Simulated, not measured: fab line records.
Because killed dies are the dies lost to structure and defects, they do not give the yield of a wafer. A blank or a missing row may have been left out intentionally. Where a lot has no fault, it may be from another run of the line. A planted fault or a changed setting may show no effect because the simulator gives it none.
Matching of chambers    flow n5-finfet    N5_BEOL_M2_CO_CAP_55 on cvd-co-01: 3 sister chambers
The step material Co, precursor CCTBA/H2, target thk 2 nm, time 102.1 s. 14 wafers are shown with their chamber, then 6 later ones without.

WAFERS PAIRED WITH THEIR CHAMBERS
wafer   chamber  heater-power-w (W)
L194.1  2        200
L194.3  0        289
L194.5  1        286
L196.3  1        289
L196.4  2        192
L196.6  0        290
L197.2  0        290
L197.3  2        198
L197.6  1        288
L198.1  1        278
L198.4  1        283
L198.6  2        195
L208.1  2        193
L208.5  0        284

SIGNATURES (averages over the wafers above)
reading         chamber 0  chamber 1  chamber 2  scatter within a chamber
heater-power-w  288.25     284.80     195.60     3.68
Rule: a wafer lies at a distance from a chamber equal to the root of the sum of squares, over the readings, of (its reading less the chamber's mean, divided by the reading's scatter). If the next closest chamber is less than 2 further off than the closest, the wafer can't be placed; otherwise it belongs to the closest. How the scatter is found: for the shown wafers, subtract from each reading the mean of its chamber, square and add these, divide the total by (wafers less chambers), then take the root.

WAFERS WHOSE CHAMBER IS MISSING
wafer   heater-power-w (W)
L208.6  285
L211.1  198
L211.2  282
L211.3  289
L216.2  193
L216.5  283

EACH ONE'S CHAMBER
wafer   from the rows above      in truth
L208.6  can't be placed: 1 or 0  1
L211.1  2                        2
L211.2  can't be placed: 1 or 0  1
L211.3  can't be placed: 0 or 1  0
L216.2  2                        2
L216.5  can't be placed: 1 or 0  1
Correct placement for 2 of the 6. From these rows, 4 cannot be placed; in 4 the true chamber is one of the candidates. Placed wrongly: 0.
